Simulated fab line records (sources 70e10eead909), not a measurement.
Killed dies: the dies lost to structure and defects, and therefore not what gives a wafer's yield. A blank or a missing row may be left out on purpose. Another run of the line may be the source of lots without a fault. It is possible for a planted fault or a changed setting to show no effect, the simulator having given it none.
Which tool was responsible? -- flow nand-harc -- 18 wafers from 6 lots sampled at 5 of the route's 1302 steps

## WHAT EACH GAUGE READ, for each wafer
NHARC_END_SORT_01.
lot,measured,on,killed-at-array
L231,day 29 02:30,prober-01,76 79 73

## WHICH TOOL RAN EACH LOT (tool, then ch and the chambers of the sampled wafers, then the start)
lot,NHARC_A_CHANNEL_FILL_D2_ALD_16,NHARC_A_CHANNEL_FILL_D2_ETCHBACK_20,NHARC_A_CHANNEL_FILL_D2_CMP_10,NHARC_A_CHANNEL_FILL_D2_RTA_24
L223,"ald-hk-01 ch 1,2,3, day 14 20:59","rie-diel-08 ch 0,1,3, day 15 14:20","cmp-04 ch 0,2,3, day 16 13:52","rtp-anneal-02 ch 0, day 16 14:18"
L224,"ald-hk-02 ch 0,3, day 15 05:28","rie-diel-05 ch 0,3, day 15 17:17","cmp-02 ch 1,2, day 16 13:53","rtp-anneal-02 ch 0, day 16 14:31"
L226,"ald-hk-03 ch 0,1,3, day 16 00:23","rie-diel-04 ch 0,1,3, day 16 11:46","cmp-04 ch 0,1,2, day 17 11:02","rtp-anneal-02 ch 0, day 17 11:26"
L228,"ald-hk-03 ch 1,2,3, day 16 18:18","rie-diel-08 ch 0,2,3, day 17 06:22","cmp-04 ch 0,3, day 18 06:34","rtp-anneal-01 ch 0, day 18 07:01"
L231,"ald-hk-03 ch 0,1, day 18 09:00","rie-diel-05 ch 1,2,3, day 18 21:08","cmp-02 ch 0,2,3, day 19 21:08","rtp-anneal-02 ch 0, day 19 21:31"
L234,"ald-hk-02 ch 0,2, day 19 06:52","rie-diel-05 ch 0,2, day 19 19:28","cmp-02 ch 1,3, day 20 18:51","rtp-anneal-01 ch 0, day 20 19:17"
- NHARC_A_CHANNEL_FILL_D2_ALD_16: deposits SiO2, target thk 1.5 nm, pulse time 10 s, ald cycles 15.
- NHARC_A_CHANNEL_FILL_D2_ETCHBACK_20: etches the open film in C4F8/O2/Ar, target depth 27 nm, time 13.5 s.
- NHARC_A_CHANNEL_FILL_D2_CMP_10: polishes, target thk 150 nm.
- NHARC_A_CHANNEL_FILL_D2_RTA_24: time 5 s.

## THE ANSWER, worked out from the rows above alone
Rule: usual is defined by the lots themselves. Put in order of their means at a reading, lots are off if they are a third of the lots or fewer, leave a main group of 4 or more, and stand apart from it by a gap of 3 or more times the standard deviation of the main group's means; of several such gaps the widest counts. A main group is skipped when, at the precision printed for the reading in the tables above, its means are all equal. Also off: a lot with no number at a reading for which 4 or more lots have one. Where the step has rows for the other lots, those lots are counted as sound.
Across all readings shown, no lot is off: no conclusion can be drawn from this.

## WHAT WAS PUT IN BY THE SIMULATOR
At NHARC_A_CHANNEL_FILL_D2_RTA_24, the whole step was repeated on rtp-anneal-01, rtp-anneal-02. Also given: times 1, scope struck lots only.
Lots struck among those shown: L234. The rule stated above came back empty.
